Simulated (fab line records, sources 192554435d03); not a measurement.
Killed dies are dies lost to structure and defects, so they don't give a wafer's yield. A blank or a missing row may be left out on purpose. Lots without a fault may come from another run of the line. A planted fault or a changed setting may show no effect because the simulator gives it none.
fab line records | flow n5_finfet
record lots=5 wafers=15 last_day=17
route steps=1938 shown BEOL_M15@1821 PASS1_DEP@1831 MIM_BOT@1832 MIM_TOP@1834 PASSIVATION@1936
lots that met no fault: from a run of the same line without faults
start_h: hours from the record's first day to the start of the lot's first wafer shown | wait_h: hours since the lot's step before | " the same as in the row above | L1.1+2: a row that stands for several wafers | - no value, or no start given | * or withheld: withheld | < > ~ a bound
route shown NAME@n: a module of which the file shows steps, and the number in the route of the first | usual: mean/standard deviation of fault-free wafers | same: alike in all rows | chamber/n: place in a boat | sites: the reading at each site | _std_site: their standard deviation | _edge_site: outer sites' mean less inner sites' | radius_mm: how far each site lies from the wafer's centre | mask NAME#n: copy n | behind: the tool/chamber that last shaped the wafer | hold: why the lot was held/for how many hours/how that ended | device: the transistor (n, p or np) that didn't switch | end of line: the same wafers' tests at the end of the route | a step without rows: its recipe alone | killed: dies lost to structure and defects at the first sort, not the wafer's yield | map: a wafer's dies, x killed, . not, _ none there
set.NAME: the setting as run; set.NAME@STEP: as run at that earlier step | model.NAME: the simulator's own value behind a step, which no gauge read
lots at some steps of the route; a table a step, a row a wafer
services: from which hour (start_h, from the record's first day; less than 0 if before it) a tool's chamber was out of use, for how many hours, and why
## steps
# step N5_BEOL_M15_SPUTTER_45
# recipe material=Cu target_thk_a=1000 temp_c=-20 bias_v=60 power_w=26000 chamber_pressure_pa=0.13 time_s=16.67
# step N5_BEOL_M15_ECD_47
# recipe material=Cu target_thk_a=18600
# step N5_BEOL_M15_ANNEAL_48
# recipe temp_c=225 time_s=90 ambient=N2
# usual wafer_temp_C_max=225.87/0.26
# columns lot.wafer tool chamber start_h wait_h wafer_temp_C_max
L805.1 rtp_anneal-01 0 285.22 0.2 225.67
L805.2 " 0 " " 225.38
L805.6 " 0 " " 225.84
L807.2 rtp_anneal-02 0 287.33 0.2 226.09
L807.4 " 0 " " 225.81
L807.6 " 0 " " 225.78
L814.2 rtp_anneal-01 0 341.56 0.2 225.72
L814.4 " 0 " " 225.87
L814.5 " 0 " " 226.01
L822.1 rtp_anneal-02 0 385.84 0.8 225.92
L822.2 " 0 " " 226.09
L822.5 " 0 " " 225.90
L823.1 rtp_anneal-01 0 398.72 0.2 225.79
L823.2 " 0 " " 226.01
L823.6 " 0 " " 226.13
# step N5_BEOL_M15_CMP_49
# recipe stop_on=SiO2 t_overpolish_s=4.9 down_force_psi=2 platen_rpm=80 clearing_platen_down_force_psi=2 clearing_platen_rpm=80 post_cmp_clean=cu_alkaline target_thk_nm=850 clearing_platen_pad_velocity_m_s=1.5917 pad_velocity_m_s=1.5917
# step N5_BEOL_M15_THK_MEAS_50
# recipe thk_meas_gauge=xrf reads=Cu_of_BEOL_M15_ECD_47
# usual M15_THK=849/19
# columns lot.wafer tool chamber start_h wait_h M15_THK[nm]
L805.1 film_metro-02 - 285.81 - 843
L805.2 " - " " 847
L805.6 " - " " 841
L807.2 film_metro-02 - 287.88 - 871
L807.4 " - " " 841
L807.6 " - " " 859
L814.2 film_metro-01 - 342.10 - 854
L814.4 " - " " 864
L814.5 " - " " 874
L822.1 film_metro-01 - 386.44 - 888
L822.2 " - " " 841
L822.5 " - " " 855
L823.1 film_metro-02 - 399.32 - 849
L823.2 " - " " 863
L823.6 " - " " 855
# step N5_BEOL_M15_PRE_CLEAN_52
# recipe gas=NH3 time_s=15 temp_c=withheld rf_power_w=300
# step N5_BEOL_M15_DEP_53
# recipe material=SiCN target_thk_a=500 temp_c=withheld precursor=3MS/NH3 pressure_torr=3 rf_w=675 time_s=17.8
# usual showerhead_plenum_p_Torr=4.160/0.019 throttle_valve_pct=18.1/1
# columns lot.wafer tool chamber start_h wait_h showerhead_plenum_p_Torr throttle_valve_pct
L805.1 pecvd-01 1 285.87 0.0 4.175 19.2
L805.2 " 0 " " 4.139 17.1
L805.6 " 0 " " 4.140 17.2
L807.2 pecvd-02 2 287.94 0.0 4.165 16.9
L807.4 " 0 " " 4.158 19.4
L807.6 " 2 " " 4.160 17.2
L814.2 pecvd-02 2 342.17 0.0 4.159 17.0
L814.4 " 2 " " 4.155 17.3
L814.5 " 1 " " 4.138 18.8
L822.1 pecvd-01 1 386.50 0.0 4.168 18.9
L822.2 " 2 " " 4.171 16.4
L822.5 " 0 " " 4.135 17.1
L823.1 pecvd-03 1 399.38 0.0 4.197 18.5
L823.2 " 2 " " 4.152 18.8
L823.6 " 0 " " 4.155 18.8
# step N5_BEOL_M15_RS_MEAS_54
# recipe thk_meas_gauge=four-point-probe reads=Cu_of_BEOL_M15_ECD_47+Ta_of_BEOL_M15_SPUTTER_44+TaN_of_BEOL_M15_SPUTTER_43
# usual M15_RS=0.0214/0.00046
# columns lot.wafer tool chamber start_h wait_h M15_RS[ohm/sq]
L805.1 film_metro-02 - 285.94 0.0 0.0215
L805.2 " - " " 0.0214
L805.6 " - " " 0.0215
L807.2 film_metro-02 - 288.01 0.1 0.0208
L807.4 " - " " 0.0215
L807.6 " - " " 0.0210
L814.2 film_metro-01 - 342.23 0.1 0.0217
L814.4 " - " " 0.0214
L814.5 " - " " 0.0212
L822.1 film_metro-01 - 386.57 0.0 0.0207
L822.2 " - " " 0.0216
L822.5 " - " " 0.0214
L823.1 film_metro-01 - 399.44 0.0 0.0210
L823.2 " - " " 0.0208
L823.6 " - " " 0.0209
# step N5_BEOL_M15_INSPECT_55
# recipe inspect_instrument=darkfield mode=post_dep
# usual raw_defect_count=65/22
# columns lot.wafer tool chamber start_h wait_h raw_defect_count
L805.1 defect_inspect-01 - 285.96 0.0 54
L805.2 " - " " 48
L805.6 " - " " 48
L807.2 defect_inspect-01 - 288.03 0.0 87
L807.4 " - " " 74
L807.6 " - " " 61
L814.2 defect_inspect-02 - 342.26 0.0 83
L814.4 " - " " 50
L814.5 " - " " 87
L822.1 defect_inspect-02 - 386.60 0.0 36
L822.2 " - " " 40
L822.5 " - " " 51
L823.1 defect_inspect-02 - 399.47 0.0 88
L823.2 " - " " 47
L823.6 " - " " 73
# step N5_BEOL_M15_RC_MEAS_101
# usual COMB_M10=1.4e-11/3e-12 COMB_M11=1.38e-11/2.7e-12 COMB_M12=5.8e-12/1.4e-12 COMB_M13=4.4e-12/9.1e-13 COMB_M14=3.3e-12/7.6e-13 COMB_M15=2.2e-12/6.2e-13 COMB_M5=3.6e-11/7.5e-12 COMB_M5_max_site=5.3e-11/1.2e-11 COMB_M6=2.5e-11/5.4e-12 COMB_M7=2.7e-11/6e-12 COMB_M8=2.5e-11/5.1e-12 COMB_M9=1.46e-11/3e-12 SERP_M10=3.04/0.12 SERP_M11=3.07/0.1 SERP_M12=0.629/0.021 SERP_M13=0.312/0.0077 SERP_M14=0.161/0.0058 SERP_M5=38.4/2.2 SERP_M6=13.9/0.73 SERP_M7=14.0/0.92 SERP_M8=13.9/0.76 SERP_M9=3.04/0.093
# columns lot.wafer tool chamber start_h wait_h COMB_M10[S/m] COMB_M11[S/m] COMB_M12[S/m] COMB_M13[S/m] COMB_M14[S/m] COMB_M15[S/m] COMB_M5[S/m] COMB_M5_max_site[S/m] COMB_M6[S/m] COMB_M7[S/m] COMB_M8[S/m] COMB_M9[S/m] SERP_M10[ohm/um] SERP_M11[ohm/um] SERP_M12[ohm/um] SERP_M13[ohm/um] SERP_M14[ohm/um] SERP_M5[ohm/um] SERP_M6[ohm/um] SERP_M7[ohm/um] SERP_M8[ohm/um] SERP_M9[ohm/um]
L805.1 prober-01 0 285.99 0.0 2e-11 1.39e-11 5.6e-12 4e-12 3.9e-12 1.4e-12 3.9e-11 5.2e-11 2.5e-11 2.6e-11 2.4e-11 1.28e-11 3.17 3.22 0.666 0.314 0.166 40.0 13.1 13.0 14.0 3.04
L805.2 " 0 " " 1.7e-11 1.3e-11 6e-12 6.8e-12 3.3e-12 1.7e-12 3.4e-11 4.8e-11 3.4e-11 3e-11 2.6e-11 1.53e-11 3.08 3.04 0.652 0.315 0.158 38.5 14.7 13.3 13.8 2.97
L805.6 " 0 " " 1.6e-11 1.12e-11 4.5e-12 4.7e-12 3.4e-12 1.6e-12 4.9e-11 1.12e-10 3.2e-11 2.9e-11 2e-11 1.04e-11 3.04 3.00 0.632 0.316 0.161 37.6 14.8 13.3 14.6 3.00
L807.2 prober-01 0 288.21 0.2 1.4e-11 1.87e-11 4.8e-12 6.2e-12 2.8e-12 1.5e-12 4.1e-11 4.8e-11 2.3e-11 2.1e-11 2.9e-11 1.33e-11 3.10 3.05 0.632 0.311 0.164 38.7 13.6 12.8 12.8 3.01
L807.4 " 0 " " 1.9e-11 1.43e-11 3.9e-12 4e-12 3e-12 2.3e-12 4e-11 5e-11 2.5e-11 2.2e-11 3e-11 1.5e-11 3.11 2.89 0.623 0.309 0.164 39.7 13.7 14.3 12.1 3.04
L807.6 " 0 " " 1.2e-11 1.09e-11 3e-12 4.6e-12 3.1e-12 2e-12 3.4e-11 4.4e-11 2.5e-11 3.1e-11 1.3e-11 1.28e-11 3.06 3.06 0.689 0.309 0.158 36.4 13.3 14.4 14.4 2.98
L814.2 prober-02 0 342.44 0.2 1.3e-11 1.81e-11 6.9e-12 4e-12 3e-12 2.2e-12 5.1e-11 7.6e-11 2.5e-11 1.2e-11 1.9e-11 1.8e-11 3.11 3.16 0.659 0.307 0.166 40.6 13.3 13.5 13.7 3.04
L814.4 " 0 " " 1.1e-11 1.37e-11 5.7e-12 3.2e-12 4e-12 2e-12 3.8e-11 4.6e-11 3.3e-11 1.7e-11 1.7e-11 1.63e-11 2.88 3.09 0.629 0.300 0.168 41.0 13.7 13.8 15.4 2.95
L814.5 " 0 " " 1.3e-11 1.76e-11 6.5e-12 6.3e-12 2.7e-12 1.8e-12 4.5e-11 6.3e-11 2.6e-11 2.5e-11 1.9e-11 1.31e-11 3.02 3.11 0.674 0.299 0.150 37.5 14.5 12.7 15.1 2.90
L822.1 prober-02 0 386.62 0.0 1e-11 1.33e-11 6.7e-12 4.1e-12 4e-12 1.9e-12 2.2e-11 3.3e-11 2.7e-11 2.7e-11 4.2e-11 1.31e-11 2.95 2.99 0.638 0.308 0.156 36.9 13.8 13.7 13.1 2.91
L822.2 " 0 " " 1.5e-11 9.8e-12 6.3e-12 3e-12 3.4e-12 2.1e-12 2.5e-11 4.4e-11 2.1e-11 4.4e-11 2.8e-11 1.51e-11 3.37 3.05 0.594 0.321 0.167 38.8 14.7 13.4 14.9 2.96
L822.5 " 0 " " 1.8e-11 9.7e-12 6e-12 5e-12 3.3e-12 2.7e-12 2.6e-11 4e-11 2.2e-11 3.7e-11 3.5e-11 1.3e-11 3.21 3.05 0.622 0.316 0.160 39.7 15.1 13.6 14.1 2.95
L823.1 prober-01 0 399.50 0.0 1e-11 1.29e-11 5.1e-12 3.3e-12 3.1e-12 1.6e-12 3.5e-11 5.3e-11 2.4e-11 2.5e-11 2.1e-11 1.32e-11 3.05 2.96 0.609 0.326 0.169 39.1 13.7 14.9 14.1 2.95
L823.2 " 0 " " 1.5e-11 1.1e-11 8.2e-12 4.3e-12 4.4e-12 1.6e-12 3.2e-11 4.7e-11 3e-11 2.3e-11 1.7e-11 1.43e-11 3.08 3.02 0.617 0.314 0.164 37.0 14.8 14.4 13.3 2.97
L823.6 " 0 " " 1.1e-11 8.5e-12 3.9e-12 3.3e-12 4e-12 1.7e-12 3.3e-11 4.7e-11 2.1e-11 2.3e-11 2.3e-11 9.3e-12 3.10 3.33 0.626 0.307 0.165 37.9 13.5 14.4 13.4 3.00
# step N5_PASSIVATION_PECVD_00
# recipe material=SiO2 target_thk_a=2000 temp_c=400 precursor=SiH4/N2O pressure_torr=2.7 rf_w=608 time_s=11.2
# usual heater_power_w=677/130 showerhead_plenum_p_Torr=8.15/0.078 susceptor_temp_C=400.03/0.22 throttle_valve_pct=52.7/2.7
# columns lot.wafer tool chamber start_h wait_h heater_power_w showerhead_plenum_p_Torr susceptor_temp_C throttle_valve_pct
L805.1 pecvd-04 2 286.95 0.8 590 8.14 400.02 45.2
L805.2 " 0 " " 552 8.03 399.74 57.0
L805.6 " 2 " " 598 8.13 399.88 45.3
L807.2 pecvd-03 0 289.02 0.7 814 8.11 400.11 53.2
L807.4 " 2 " " 625 8.11 400.22 52.1
L807.6 " 0 " " 864 8.11 399.93 53.1
L814.2 pecvd-03 1 343.25 0.7 740 8.34 399.95 52.5
L814.4 " 2 " " 655 8.14 399.98 52.5
L814.5 " 0 " " 827 8.12 399.79 53.3
L822.1 pecvd-04 0 387.58 0.8 581 8.05 399.95 58.2
L822.2 " 1 " " 470 8.16 400.23 52.4
L822.5 " 1 " " 491 8.19 399.72 52.5
L823.1 pecvd-04 0 400.46 0.8 605 8.03 400.23 58.2
L823.2 " 2 " " 500 8.13 400.14 45.4
L823.6 " 2 " " 520 8.11 399.88 45.6
# step N5_MIM_BOT_DEGAS_01
# recipe ambient=vacuum temp_c=300 time_s=60
# usual heater_power_w=455/49 susceptor_temp_C=299.99/0.21
# columns lot.wafer tool chamber start_h wait_h heater_power_w susceptor_temp_C
L805.1 pvd_sputter-01 - 287.36 0.4 419 300.10
L805.2 " - " " 483 299.93
L805.6 " - " " 515 300.14
L807.2 pvd_sputter-02 - 289.82 0.8 384 299.45
L807.4 " - " " 460 300.06
L807.6 " - " " 462 299.97
L814.2 pvd_sputter-01 - 343.97 0.7 454 299.76
L814.4 " - " " 503 300.50
L814.5 " - " " 429 300.26
L822.1 pvd_sputter-03 - 388.41 0.8 448 300.10
L822.2 " - " " 397 299.64
L822.5 " - " " 535 300.16
L823.1 pvd_sputter-03 - 400.89 0.4 451 300.11
L823.2 " - " " 388 299.88
L823.6 " - " " 514 299.70
# step N5_MIM_BOT_SPUTTER_00
# recipe material=TiN target_thk_a=350 temp_c=200 power_w=3000 chamber_pressure_pa=0.49996 gas=Ar reactive_partial_pa=0.37997 time_s=89.7
# usual chamber_pressure_pa=0.5000/0.0011 susceptor_temp_C=200.02/0.17 throttle_valve_pct=29.8/1
# columns lot.wafer tool chamber start_h wait_h chamber_pressure_pa susceptor_temp_C throttle_valve_pct
L805.1 pvd_sputter-01 - 287.40 0.0 0.4997 200.03 29.7
L805.2 " - " " 0.5007 200.00 29.6
L805.6 " - " " 0.5004 200.23 31.0
L807.2 pvd_sputter-02 - 289.86 0.0 0.5001 199.70 31.2
L807.4 " - " " 0.4992 199.98 29.7
L807.6 " - " " 0.4988 200.13 30.0
L814.2 pvd_sputter-01 - 344.01 0.0 0.4988 200.17 29.6
L814.4 " - " " 0.4993 200.07 31.3
L814.5 " - " " 0.5222 199.95 29.1
L822.1 pvd_sputter-03 - 388.45 0.0 0.4996 199.93 29.6
L822.2 " - " " 0.5007 199.96 31.8
L822.5 " - " " 0.4996 200.03 28.6
L823.1 pvd_sputter-03 - 400.93 0.0 0.4974 200.24 29.6
L823.2 " - " " 0.5012 199.98 28.6
L823.6 " - " " 0.4992 200.10 28.8
# step N5_MIM_TOP_ALD_00
# recipe material=Al2O3 target_thk_a=* temp_c=withheld ald_precursor_family=TMA ald_co_reactant=O3 pulse_time_s=withheld purge_time_s=3 co_reactant_purge_time_s=withheld co_reactant_pulse_time_s=3 ald_cycles=withheld
# usual precursor_pulse_height_rel=0.996/0.022
# columns lot.wafer tool chamber start_h wait_h precursor_pulse_height_rel
L805.1 ald_hk-02 1 287.50 0.1 1.020
L805.2 " 3 " " 0.991
L805.6 " 0 " " 1.012
L807.2 ald_hk-03 1 289.96 0.1 0.974
L807.4 " 2 " " 0.982
L807.6 " 3 " " 0.997
L814.2 ald_hk-03 3 344.11 0.1 1.013
L814.4 " 1 " " 1.002
L814.5 " 1 " " 1.008
L822.1 ald_hk-02 3 388.55 0.1 0.995
L822.2 " 0 " " 0.990
L822.5 " 1 " " 0.980
L823.1 ald_hk-01 3 401.03 0.1 1.001
L823.2 " 2 " " 0.979
L823.6 " 2 " " 0.979
# step N5_PASSIVATION_PROBE_49
# usual defect_limited_yield=91.0/1.4 killed_at_M0_to_M3=35/10 killed_at_M4_up=14/5.5 killed_at_contacts=13/5.6 killed_at_front_end=41/11 killed_at_other=4/3.4 killed_dies=106/16 killed_open=68/12 killed_short=35/7.3 sort_bin_4_leakage=0.3/2.1 sort_bin_5_function=5.3/0.89 sort_bin_6_memory=3.4/0.67 sort_n_pass=1070/28 sort_yield_pct=90.7/2.4
# same gross_dies=1180 killed_at_back_side=0 sort_bin_8_speed[%]=0
# columns lot.wafer tool chamber start_h wait_h defect_limited_yield[%] killed_at_M0_to_M3 killed_at_M4_up killed_at_contacts killed_at_front_end killed_at_other killed_dies killed_open killed_short sort_bin_4_leakage[%] sort_bin_5_function[%] sort_bin_6_memory[%] sort_n_pass sort_yield_pct[%]
L805.1 prober-01 - 303.40 0.0 89.4 46 9 13 56 1 125 89 29 0 6.7 3.1 1055 89.4
L805.2 prober-01 - 303.45 0.1 92.2 30 11 18 32 1 92 61 25 0.1 4.2 3.0 1087 92.1
L805.6 prober-01 - 303.65 0.3 90.1 37 9 28 43 0 117 81 32 0 6.2 3.3 1063 90.1
# killed by level:class
L805.1 BEOL_M3:geometric_particle:open=17 STI_FIN_REVEAL:geometric_particle:open=16 BEOL_M2:geometric_particle:open=13 MOL_CONTACT_COAG:geometric_particle:open=9 DUMMY_GATE:geometric_particle:open=8 GATE_CUT:geometric_particle:short=8 HKMG_FIN:area_etch=7 BEOL_M0_SAQP:geometric_particle:open=5
L805.2 MOL_CONTACT_COAG:geometric_particle:open=14 BEOL_M3:geometric_particle:open=8 STI_FIN_REVEAL:geometric_particle:open=6 DUMMY_GATE:geometric_particle:open=5 BEOL_M0_SAQP:geometric_particle:open=5 BEOL_M2:geometric_particle:open=5 GATE_CUT:geometric_particle:short=4 MOL_CONTACT_COAG:geometric_particle:short=4
L805.6 MOL_CONTACT_COAG:geometric_particle:open=25 STI_FIN_REVEAL:geometric_particle:open=13 BEOL_M2:geometric_particle:open=10 BEOL_M2:geometric_particle:short=6 FIN_SAQP:geometric_particle:open=5 FIN_SAQP:geometric_particle:short=5 BEOL_M3:geometric_particle:open=5 BEOL_M0_SAQP:geometric_particle:open=5
## services
# columns tool chamber start_h hours kind
pecvd-04 1 302.38 10.1 repair
pecvd-03 2 309.52 7.6 repair
ald_hk-02 - 312.49 0.5 repair
pvd_sputter-03 - 316.53 4.6 repair
pecvd-01 1 319.44 7.1 repair
pvd_sputter-02 - 361.06 3.8 repair
pecvd-04 2 372.63 16.5 scheduled_down
pecvd-02 1 383.62 - clean
pecvd-02 1 383.62 - consumable_replace:showerhead
pecvd-02 1 383.62 29.0 scheduled_down
pecvd-02 1 383.62 29.0 vent_cycle
## key
first_sign step=N5_MIM_BOT_SPUTTER_00 reading=chamber_pressure_pa direction=up sigmas=20 usual=0.5000 struck=0.5222
effect none on later readings
met_at N5_MIM_BOT_SPUTTER_00
struck_wafers L814.5
onset_between 287.40 344.01
fault kind=process_parameter_drift tool=pvd_sputter-01 chamber=- onset_h=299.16 steps=N5_MIM_BOT_SPUTTER_00 channel=chamber_pressure_pa offset=0.02081 shape=step end_h=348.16 acts_in=these_recipes_only stated=0.49996 scope=struck_wafers_only
